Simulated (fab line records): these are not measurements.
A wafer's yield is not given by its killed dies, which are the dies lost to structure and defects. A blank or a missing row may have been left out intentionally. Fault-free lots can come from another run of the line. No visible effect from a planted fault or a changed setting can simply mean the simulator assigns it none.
The tool behind it: which one?	flow n5_finfet	Sampling: 22 lots, 66 wafers, 6 of 1938 route steps

## WHAT THE GAUGES SHOWED, per wafer
The record lacks any reading of a measuring or inspecting step that a usual standard deviation could be used to judge.

## EACH LOT AND THE TOOL THAT RAN IT (in order: tool; ch and the chambers of the sampled wafers; start)
lot	N5_BEOL_M2_DESCUM_16	N5_BEOL_M2_ETCH_74	N5_BEOL_M2_DESCUM_33	N5_BEOL_M2_SURFACE_TREAT_85	N5_BEOL_M2_SPUTTER_79	N5_BEOL_M2_DEP_57
L074	rie_diel-04 ch 0,1,3, day 6 15:42	rie_diel-04 ch 0,1,3, day 6 15:44	rie_diel-06 ch 0,1,2, day 6 16:42	pvd_sputter-03, day 6 20:14	pvd_sputter-02, day 6 21:00	pecvd-02 ch 0,1,2, day 6 23:32
L075	rie_diel-04 ch 0,1,3, day 6 23:13	rie_diel-04 ch 0,1,3, day 6 23:15	rie_diel-01 ch 1,2,3, day 7 00:13	pvd_sputter-02, day 7 03:32	pvd_sputter-03, day 7 05:56	pecvd-02 ch 0,1,2, day 7 08:29
L076	rie_diel-04 ch 0,1, day 7 00:14	rie_diel-04 ch 0,1, day 7 00:16	rie_diel-01 ch 1,2, day 7 01:14	pvd_sputter-03, day 7 03:34	pvd_sputter-03, day 7 04:06	pecvd-02 ch 0,1, day 7 06:37
L078	rie_diel-06 ch 0,1,3, day 7 13:40	rie_diel-06 ch 0,1,3, day 7 13:42	rie_diel-01 ch 0,1,3, day 7 14:40	pvd_sputter-03, day 7 17:07	pvd_sputter-01, day 7 17:41	pecvd-04 ch 0,1,2, day 7 20:21
L077	rie_diel-04 ch 0,1,2, day 7 14:00	rie_diel-04 ch 0,1,2, day 7 14:02	rie_diel-01 ch 0,1, day 7 15:05	pvd_sputter-03, day 7 17:11	pvd_sputter-03, day 7 17:41	pecvd-02 ch 0,2, day 7 20:13
L079	rie_diel-01 ch 1,2,3, day 8 01:08	rie_diel-01 ch 1,2,3, day 8 01:11	rie_diel-01 ch 1,2,3, day 8 02:01	pvd_sputter-02, day 8 05:24	pvd_sputter-01, day 8 05:53	pecvd-01 ch 0,1,2, day 8 08:41
L081	rie_diel-06 ch 0,1,3, day 8 04:25	rie_diel-06 ch 0,1,3, day 8 04:28	rie_diel-01 ch 0,3, day 8 05:19	pvd_sputter-02, day 8 10:17	pvd_sputter-02, day 8 11:05	pecvd-04 ch 0,1,2, day 8 13:41
L082	rie_diel-04 ch 0,1,3, day 8 16:16	rie_diel-04 ch 0,1,3, day 8 16:17	rie_diel-06 ch 0,2,3, day 8 17:28	pvd_sputter-02, day 9 00:00	pvd_sputter-01, day 9 00:38	pecvd-02 ch 0,1,2, day 9 03:14
L083	rie_diel-06 ch 0,1, day 8 20:02	rie_diel-06 ch 0,1, day 8 20:04	rie_diel-06 ch 0,2, day 8 20:55	pvd_sputter-03, day 9 09:10	pvd_sputter-01, day 9 09:40	pecvd-02 ch 0,1, day 9 12:12
L084	rie_diel-01 ch 0,1,3, day 9 02:49	rie_diel-01 ch 0,1,3, day 9 02:51	rie_diel-04 ch 2,3, day 9 03:50	pvd_sputter-01, day 9 09:11	pvd_sputter-02, day 9 09:41	pecvd-04 ch 1,2, day 9 12:19
L086	rie_diel-01 ch 2,3, day 9 16:09	rie_diel-01 ch 2,3, day 9 16:11	rie_diel-01 ch 1,2, day 9 17:02	pvd_sputter-03, day 9 21:42	pvd_sputter-01, day 9 22:11	pecvd-01 ch 0,1, day 10 00:44
L087	rie_diel-01 ch 2,3, day 9 21:43	rie_diel-01 ch 2,3, day 9 21:45	rie_diel-06 ch 1,2,3, day 9 22:46	pvd_sputter-02, day 10 03:13	pvd_sputter-01, day 10 03:43	pecvd-01 ch 1,2, day 10 06:15
L088	rie_diel-01 ch 1,2,3, day 9 22:21	rie_diel-01 ch 1,2,3, day 9 22:23	rie_diel-06 ch 0,2,3, day 9 23:21	pvd_sputter-02, day 10 03:46	pvd_sputter-02, day 10 04:17	pecvd-02 ch 0,1, day 10 06:53
L089	rie_diel-06 ch 0,2,3, day 10 10:50	rie_diel-06 ch 0,2,3, day 10 10:52	rie_diel-01 ch 0,2, day 10 11:44	pvd_sputter-02, day 10 13:59	pvd_sputter-03, day 10 14:40	pecvd-04 ch 0,2, day 10 17:24
L091	rie_diel-04 ch 0,1,2, day 10 14:47	rie_diel-04 ch 0,1,2, day 10 14:50	rie_diel-01 ch 0,3, day 10 15:40	pvd_sputter-01, day 10 21:01	pvd_sputter-01, day 10 21:29	pecvd-02 ch 0,1, day 11 00:01
L090	rie_diel-01 ch 0,3, day 10 18:16	rie_diel-01 ch 0,3, day 10 18:19	rie_diel-04 ch 0,2,3, day 10 19:20	pvd_sputter-01, day 11 09:17	pvd_sputter-03, day 11 09:53	pecvd-01 ch 0,1,2, day 11 12:25
L092	rie_diel-01 ch 1,2,3, day 11 08:02	rie_diel-01 ch 1,2,3, day 11 08:05	rie_diel-01 ch 0,2,3, day 11 09:10	pvd_sputter-03, day 11 12:26	pvd_sputter-01, day 11 13:02	pecvd-04 ch 0,1,2, day 11 15:33
L093	rie_diel-04 ch 1,2,3, day 11 09:11	rie_diel-04 ch 1,2,3, day 11 09:14	rie_diel-04 ch 0,1,3, day 11 10:04	pvd_sputter-03, day 11 17:35	pvd_sputter-01, day 11 18:13	pecvd-02 ch 1,2, day 11 20:44
L094	rie_diel-06 ch 2,3, day 11 13:19	rie_diel-06 ch 2,3, day 11 13:20	rie_diel-01 ch 0,1,2, day 11 14:11	pvd_sputter-02, day 11 18:07	pvd_sputter-02, day 11 18:34	pecvd-01 ch 0,2, day 11 21:54
L095	rie_diel-06 ch 0,2,3, day 11 22:01	rie_diel-06 ch 0,2,3, day 11 22:02	rie_diel-01 ch 0,1,2, day 11 23:01	pvd_sputter-03, day 12 03:38	pvd_sputter-03, day 12 04:16	pecvd-01 ch 0,1, day 12 07:03
L096	rie_diel-04 ch 2,3, day 12 03:22	rie_diel-04 ch 2,3, day 12 03:24	rie_diel-06 ch 0,2,3, day 12 04:17	pvd_sputter-01, day 12 06:44	pvd_sputter-02, day 12 07:14	pecvd-02 ch 1,2, day 12 09:46
L097	rie_diel-04 ch 1,2, day 12 06:40	rie_diel-04 ch 1,2, day 12 06:41	rie_diel-04 ch 1,2,3, day 12 07:48	pvd_sputter-03, day 12 10:31	pvd_sputter-03, day 12 10:58	pecvd-02 ch 1,2, day 12 13:32
- N5_BEOL_M2_DESCUM_16: chemistry O2, time 7 s.
- N5_BEOL_M2_ETCH_74: etches underlayer in N2/H2, target depth 6.5 nm, time 5.2 s.
- N5_BEOL_M2_DESCUM_33: chemistry O2, time 7 s.
- N5_BEOL_M2_SURFACE_TREAT_85
- N5_BEOL_M2_SPUTTER_79: material Cu, target thk 4.5 nm, time 8.29 s.
- N5_BEOL_M2_DEP_57: deposits SiCN from 3MS/NH3, target thk 8 nm, time 14 s.

## AS READ BY THE TOOLS THEMSELVES (means over the sampled wafers that have a number; for cases with no such wafer, the mark the record gives instead)
N5_BEOL_M2_DESCUM_16. Usual: drypump_motor_current_A 5.6 A, standard deviation 0.45; oes_product_au 0.79 a.u., standard deviation 0.098; rf_vpp_V 243.2 V, standard deviation 1.4; showerhead_plenum_p_Torr 2.09 Torr, standard deviation 0.066; throttle_valve_pct 20.42 %, standard deviation 0.21.
lot	tool	drypump_motor_current_A (A)	oes_product_au (a.u.)	rf_vpp_V (V)	showerhead_plenum_p_Torr (Torr)	throttle_valve_pct (%)	flag
L074	rie_diel-04	5.6	0.72	242.9	2.04	20.46	
L075	rie_diel-04	5.6	0.72	243.5	2.04	20.47	
L076	rie_diel-04	5.6	0.70	243.0	2.07	20.54	
L078	rie_diel-06	5.9	0.74	244.0	2.14	20.50	
L077	rie_diel-04	5.9	0.80	243.4	2.12	20.52	
L079	rie_diel-01	5.4	0.85	243.4	2.09	20.22	
L081	rie_diel-06	5.9	0.72	244.0	2.14	20.52	
L082	rie_diel-04	5.6	0.71	242.3	2.04	20.49	
L083	rie_diel-06	5.4	0.71	243.5	2.09	20.47	
L084	rie_diel-01	5.4	0.91	242.3	2.11	20.35	
L086	rie_diel-01	5.7	0.83	244.0	2.12	20.34	
L087	rie_diel-01	5.7	0.82	243.9	2.12	20.35	
L088	rie_diel-01	5.4	0.83	244.1	2.09	20.25	
L089	rie_diel-06	5.9	0.79	244.1	2.13	20.48	
L091	rie_diel-04	5.9	0.85	244.0	2.11	20.44	
L090	rie_diel-01	5.7	0.89	243.7	2.13	20.47	
L092	rie_diel-01	5.4	0.81	243.1	2.08	20.27	
L093	rie_diel-04	5.9	0.76	243.5	2.09	20.32	
L094	rie_diel-06	6.3	0.78	244.3	2.13	20.51	
L095	rie_diel-06	5.9	0.78	243.7	2.13	20.50	
L096	rie_diel-04	6.2	0.82	243.6	2.13	20.30	
L097	rie_diel-04	5.9	0.74	243.3	2.11	20.41	

N5_BEOL_M2_ETCH_74. Usual: drypump_motor_current_A 5.7 A, standard deviation 0.46; etch_rf_on_time_s 5.19 s, standard deviation 0.075; oes_product_au 0.67 a.u., standard deviation 0.081; rf_vpp_V 523.9 V, standard deviation 2.6; showerhead_plenum_p_Torr 2.55 Torr, standard deviation 0.08; throttle_valve_pct 17.87 %, standard deviation 0.19.
lot	tool	drypump_motor_current_A (A)	etch_rf_on_time_s (s)	oes_product_au (a.u.)	rf_vpp_V (V)	showerhead_plenum_p_Torr (Torr)	throttle_valve_pct (%)	flag
L074	rie_diel-04	5.6	5.21	0.62	522.0	2.49	17.96	
L075	rie_diel-04	5.6	5.23	0.61	520.8	2.49	17.96	
L076	rie_diel-04	5.6	5.26	0.60	521.3	2.52	18.06	
L078	rie_diel-06	5.9	5.24	0.62	527.2	2.60	17.90	
L077	rie_diel-04	5.9	5.17	0.68	524.8	2.58	18.02	
L079	rie_diel-01	5.4	5.19	0.72	523.9	2.54	17.67	
L081	rie_diel-06	5.9	5.19	0.62	526.1	2.60	17.92	
L082	rie_diel-04	5.6	5.19	0.61	521.2	2.48	17.99	
L083	rie_diel-06	5.4	5.24	0.60	524.6	2.56	17.94	
L084	rie_diel-01	5.3	5.14	0.77	523.9	2.57	17.77	
L086	rie_diel-01	5.7	5.22	0.71	524.4	2.58	17.73	
L087	rie_diel-01	5.7	5.26	0.71	524.8	2.58	17.75	
L088	rie_diel-01	5.4	5.26	0.69	522.7	2.54	17.70	
L089	rie_diel-06	5.9	5.16	0.68	525.7	2.59	17.85	
L091	rie_diel-04	5.9	5.11	0.73	524.0	2.57	17.92	
L090	rie_diel-01	5.7	5.17	0.74	524.5	2.60	17.84	
L092	rie_diel-01	5.4	5.20	0.69	522.6	2.53	17.72	
L093	rie_diel-04	5.9	5.21	0.65	522.6	2.54	17.89	
L094	rie_diel-06	6.3	5.19	0.67	524.7	2.58	17.81	
L095	rie_diel-06	5.9	5.25	0.66	526.1	2.59	17.87	
L096	rie_diel-04	6.2	5.15	0.70	525.2	2.60	17.83	
L097	rie_diel-04	5.9	5.24	0.63	524.1	2.57	17.99	

N5_BEOL_M2_DESCUM_33. Usual: drypump_motor_current_A 5.6 A, standard deviation 0.52; oes_product_au 0.82 a.u., standard deviation 0.1; rf_vpp_V 243.3 V, standard deviation 1.2; showerhead_plenum_p_Torr 2.10 Torr, standard deviation 0.062; throttle_valve_pct 20.37 %, standard deviation 0.19.
lot	tool	drypump_motor_current_A (A)	oes_product_au (a.u.)	rf_vpp_V (V)	showerhead_plenum_p_Torr (Torr)	throttle_valve_pct (%)	flag
L074	rie_diel-06	5.4	0.73	244.1	2.10	20.52	
L075	rie_diel-01	5.4	0.87	243.9	2.10	20.21	
L076	rie_diel-01	5.1	0.88	242.8	2.06	20.11	
L078	rie_diel-01	5.4	0.94	243.4	2.11	20.33	
L077	rie_diel-01	5.1	0.96	243.5	2.11	20.43	
L079	rie_diel-01	5.4	0.86	243.1	2.09	20.24	
L081	rie_diel-01	5.6	0.93	243.1	2.14	20.45	
L082	rie_diel-06	5.9	0.81	243.9	2.14	20.45	
L083	rie_diel-06	5.4	0.88	243.1	2.09	20.35	
L084	rie_diel-04	6.2	0.88	244.5	2.15	20.27	
L086	rie_diel-01	5.3	0.77	243.6	2.07	20.21	
L087	rie_diel-06	5.8	0.78	242.7	2.09	20.43	
L088	rie_diel-06	5.9	0.80	244.2	2.14	20.48	
L089	rie_diel-01	5.4	0.78	242.7	2.09	20.41	
L091	rie_diel-01	5.5	0.90	244.0	2.14	20.57	
L090	rie_diel-04	5.9	0.85	242.7	2.09	20.37	
L092	rie_diel-01	5.6	0.83	243.2	2.11	20.46	
L093	rie_diel-04	5.6	0.78	242.6	2.03	20.40	
L094	rie_diel-01	5.2	0.82	243.4	2.08	20.36	
L095	rie_diel-01	5.2	0.82	243.4	2.08	20.36	
L096	rie_diel-06	5.9	0.78	243.3	2.13	20.50	
L097	rie_diel-04	5.9	0.75	242.5	2.08	20.35	

N5_BEOL_M2_SURFACE_TREAT_85. Usual: ar_flow_sccm at 30.00 sccm, with a standard deviation of 0.1.
lot	tool	ar_flow_sccm (sccm)	flag
L074	pvd_sputter-03	29.93	
L075	pvd_sputter-02	29.96	
L076	pvd_sputter-03	29.99	
L078	pvd_sputter-03	29.96	
L077	pvd_sputter-03	29.95	
L079	pvd_sputter-02	29.97	
L081	pvd_sputter-02	30.04	
L082	pvd_sputter-02	30.06	
L083	pvd_sputter-03	30.09	
L084	pvd_sputter-01	30.01	
L086	pvd_sputter-03	30.06	
L087	pvd_sputter-02	30.02	
L088	pvd_sputter-02	30.04	
L089	pvd_sputter-02	29.91	
L091	pvd_sputter-01	30.00	
L090	pvd_sputter-01	30.06	
L092	pvd_sputter-03	30.02	
L093	pvd_sputter-03	29.94	
L094	pvd_sputter-02	29.90	
L095	pvd_sputter-03	30.03	
L096	pvd_sputter-01	29.96	
L097	pvd_sputter-03	29.98	

N5_BEOL_M2_SPUTTER_79. Usual: chamber_pressure_pa 0.07002 Pa, standard deviation 0.00014; chuck_sensor_temp_C -16.1 C, standard deviation 0.55; throttle_valve_pct 29.9 %, standard deviation 1.
lot	tool	chamber_pressure_pa (Pa)	chuck_sensor_temp_C (C)	throttle_valve_pct (%)	flag
L074	pvd_sputter-02	0.06999	-16.0	30.3	
L075	pvd_sputter-03	0.06996	-15.5	29.8	
L076	pvd_sputter-03	0.06996	-15.8	28.7	
L078	pvd_sputter-01	0.06994	-16.2	30.5	
L077	pvd_sputter-03	0.07013	-15.4	30.3	
L079	pvd_sputter-01	0.07000	-16.3	30.2	
L081	pvd_sputter-02	0.06999	-16.1	30.4	
L082	pvd_sputter-01	0.07004	-16.2	29.9	
L083	pvd_sputter-01	0.06996	-16.3	30.5	
L084	pvd_sputter-02	0.06991	-15.9	28.6	
L086	pvd_sputter-01	0.07015	-16.1	30.1	
L087	pvd_sputter-01	0.06996	-16.2	30.5	
L088	pvd_sputter-02	0.07009	-16.2	30.2	
L089	pvd_sputter-03	0.06993	-15.6	30.8	
L091	pvd_sputter-01	0.07003	-16.4	30.0	
L090	pvd_sputter-03	0.07003	-15.4	29.1	
L092	pvd_sputter-01	0.07019	-16.3	30.4	
L093	pvd_sputter-01	0.07003	-16.4	30.0	
L094	pvd_sputter-02	0.06995	-16.1	30.4	
L095	pvd_sputter-03	0.07002	-15.9	29.2	
L096	pvd_sputter-02	0.07024	-15.9	28.8	
L097	pvd_sputter-03	0.06993	-15.7	30.2	

N5_BEOL_M2_DEP_57. Usual: showerhead_plenum_p_Torr 3.668 Torr, standard deviation 0.011; throttle_valve_pct 9.1 %, standard deviation 0.52.
lot	tool	showerhead_plenum_p_Torr (Torr)	throttle_valve_pct (%)	flag
L074	pecvd-02	3.659	9.5	
L075	pecvd-02	3.666	9.6	
L076	pecvd-02	3.661	9.5	
L078	pecvd-04	3.671	8.8	
L077	pecvd-02	3.651	9.4	
L079	pecvd-01	3.680	8.9	
L081	pecvd-04	3.671	9.0	
L082	pecvd-02	3.662	9.5	
L083	pecvd-02	3.665	9.6	
L084	pecvd-04	3.660	8.7	
L086	pecvd-01	3.665	8.9	
L087	pecvd-01	3.674	9.1	
L088	pecvd-02	3.662	9.5	
L089	pecvd-04	3.664	8.5	
L091	pecvd-02	3.660	9.5	
L090	pecvd-01	3.682	8.9	
L092	pecvd-04	3.671	8.6	
L093	pecvd-02	3.662	9.1	
L094	pecvd-01	3.678	8.8	
L095	pecvd-01	3.676	9.0	
L096	pecvd-02	3.662	9.1	
L097	pecvd-02	3.666	9.1	

## THE ANSWER, worked out from the rows above alone
Rule: a lot is off if the mean of its wafers that have a number lies more than 3 standard deviations from the usual mean. Also off: a lot with no number at a reading for which 4 or more lots have one. Where the step has rows for the other lots, those lots are counted as sound. The gauges are gone through in route order, then the tools' own readings, and for those a lot's mean is taken as printed above. At the first step where some lot is off, the reading lying furthest off is the one used; lots without a number count as furthest.
Across all readings shown, no lot is off: no conclusion can be drawn from this.

## WHAT THE SIMULATOR HAD INSERTED
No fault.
